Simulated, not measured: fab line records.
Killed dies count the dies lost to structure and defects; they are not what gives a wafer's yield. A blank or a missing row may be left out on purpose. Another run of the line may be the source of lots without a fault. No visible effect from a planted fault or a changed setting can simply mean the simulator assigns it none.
Matching of chambers / flow n5_finfet / N5_MOL_CONTACT_COAG_ETCH_47 on rie_diel-04: 4 sister chambers
The step etches SiNx in CH3F/O2, stops on W, target depth 27 nm. 20 wafers are shown with their chamber, then 10 later ones without.

== WAFERS PAIRED WITH THEIR CHAMBERS ==
wafer=L076.1; chamber=2; showerhead_plenum_p_Torr (Torr)=2.02; drypump_motor_current_A (A)=6.1; throttle_valve_pct (%)=16.07
wafer=L076.2; chamber=1; showerhead_plenum_p_Torr (Torr)=2.13; drypump_motor_current_A (A)=5.0; throttle_valve_pct (%)=15.89
wafer=L076.3; chamber=3; showerhead_plenum_p_Torr (Torr)=1.89; drypump_motor_current_A (A)=6.0; throttle_valve_pct (%)=16.66
wafer=L076.4; chamber=0; showerhead_plenum_p_Torr (Torr)=1.96; drypump_motor_current_A (A)=5.3; throttle_valve_pct (%)=16.17
wafer=L076.5; chamber=3; showerhead_plenum_p_Torr (Torr)=1.89; drypump_motor_current_A (A)=6.0; throttle_valve_pct (%)=16.66
wafer=L076.6; chamber=0; showerhead_plenum_p_Torr (Torr)=1.96; drypump_motor_current_A (A)=5.3; throttle_valve_pct (%)=16.14
wafer=L077.1; chamber=1; showerhead_plenum_p_Torr (Torr)=2.13; drypump_motor_current_A (A)=5.1; throttle_valve_pct (%)=15.90
wafer=L077.4; chamber=0; showerhead_plenum_p_Torr (Torr)=1.96; drypump_motor_current_A (A)=5.3; throttle_valve_pct (%)=16.15
wafer=L077.5; chamber=3; showerhead_plenum_p_Torr (Torr)=1.89; drypump_motor_current_A (A)=6.0; throttle_valve_pct (%)=16.67
wafer=L078.1; chamber=1; showerhead_plenum_p_Torr (Torr)=2.13; drypump_motor_current_A (A)=5.0; throttle_valve_pct (%)=15.90
wafer=L078.4; chamber=0; showerhead_plenum_p_Torr (Torr)=1.96; drypump_motor_current_A (A)=5.3; throttle_valve_pct (%)=16.17
wafer=L078.6; chamber=0; showerhead_plenum_p_Torr (Torr)=1.96; drypump_motor_current_A (A)=5.3; throttle_valve_pct (%)=16.15
wafer=L080.2; chamber=0; showerhead_plenum_p_Torr (Torr)=1.96; drypump_motor_current_A (A)=5.3; throttle_valve_pct (%)=16.17
wafer=L080.3; chamber=1; showerhead_plenum_p_Torr (Torr)=2.13; drypump_motor_current_A (A)=5.1; throttle_valve_pct (%)=15.90
wafer=L080.6; chamber=2; showerhead_plenum_p_Torr (Torr)=2.02; drypump_motor_current_A (A)=6.1; throttle_valve_pct (%)=16.10
wafer=L086.1; chamber=3; showerhead_plenum_p_Torr (Torr)=1.89; drypump_motor_current_A (A)=6.0; throttle_valve_pct (%)=16.69
wafer=L086.2; chamber=0; showerhead_plenum_p_Torr (Torr)=1.96; drypump_motor_current_A (A)=5.3; throttle_valve_pct (%)=16.18
wafer=L086.3; chamber=1; showerhead_plenum_p_Torr (Torr)=2.12; drypump_motor_current_A (A)=5.1; throttle_valve_pct (%)=15.93
wafer=L086.4; chamber=2; showerhead_plenum_p_Torr (Torr)=2.02; drypump_motor_current_A (A)=6.1; throttle_valve_pct (%)=16.10
wafer=L086.5; chamber=0; showerhead_plenum_p_Torr (Torr)=1.96; drypump_motor_current_A (A)=5.3; throttle_valve_pct (%)=16.19

SIGNATURES (means of the wafers above)
reading=showerhead_plenum_p_Torr; chamber 0=1.9600; chamber 1=2.1280; chamber 2=2.0200; chamber 3=1.8900; scatter within a chamber=0.00224
reading=drypump_motor_current_A; chamber 0=5.300; chamber 1=5.060; chamber 2=6.100; chamber 3=6.000; scatter within a chamber=0.0274
reading=throttle_valve_pct; chamber 0=16.1650; chamber 1=15.9040; chamber 2=16.0900; chamber 3=16.6700; scatter within a chamber=0.016
Rule: for each reading, subtract the chamber's mean from the wafer's reading, divide by that reading's scatter and square the result; add these up over the readings and take the root, which gives the wafer's distance from the chamber. The wafer belongs to the nearest chamber; if the next one is less than 2 further off, it can't be placed. The scatter: take each reading less its chamber's mean, square it, sum over the shown wafers, divide by the number of wafers less the number of chambers, and take the root.

== WAFERS WITH NO CHAMBER GIVEN ==
wafer=L086.6; showerhead_plenum_p_Torr (Torr)=1.89; drypump_motor_current_A (A)=6.0; throttle_valve_pct (%)=16.71
wafer=L089.3; showerhead_plenum_p_Torr (Torr)=2.12; drypump_motor_current_A (A)=5.0; throttle_valve_pct (%)=15.95
wafer=L089.4; showerhead_plenum_p_Torr (Torr)=2.02; drypump_motor_current_A (A)=6.1; throttle_valve_pct (%)=16.12
wafer=L089.6; showerhead_plenum_p_Torr (Torr)=2.12; drypump_motor_current_A (A)=5.0; throttle_valve_pct (%)=15.95
wafer=L088.1; showerhead_plenum_p_Torr (Torr)=1.96; drypump_motor_current_A (A)=5.3; throttle_valve_pct (%)=16.20
wafer=L088.4; showerhead_plenum_p_Torr (Torr)=2.12; drypump_motor_current_A (A)=5.0; throttle_valve_pct (%)=15.96
wafer=L088.6; showerhead_plenum_p_Torr (Torr)=1.96; drypump_motor_current_A (A)=5.3; throttle_valve_pct (%)=16.20
wafer=L095.1; showerhead_plenum_p_Torr (Torr)=2.14; drypump_motor_current_A (A)=6.1; throttle_valve_pct (%)=16.27
wafer=L095.3; showerhead_plenum_p_Torr (Torr)=1.95; drypump_motor_current_A (A)=5.3; throttle_valve_pct (%)=16.24
wafer=L095.6; showerhead_plenum_p_Torr (Torr)=2.01; drypump_motor_current_A (A)=6.1; throttle_valve_pct (%)=16.15

== EACH ONE'S CHAMBER ==
wafer=L086.6; from the rows above=3; in truth=3
wafer=L089.3; from the rows above=1; in truth=1
wafer=L089.4; from the rows above=2; in truth=2
wafer=L089.6; from the rows above=1; in truth=1
wafer=L088.1; from the rows above=0; in truth=0
wafer=L088.4; from the rows above=1; in truth=1
wafer=L088.6; from the rows above=0; in truth=0
wafer=L095.1; from the rows above=1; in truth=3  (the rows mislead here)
wafer=L095.3; from the rows above=0; in truth=0
wafer=L095.6; from the rows above=2; in truth=2
Correct placement for 9 of the 10. Not placeable from these rows: 0. Placed wrongly: 1.
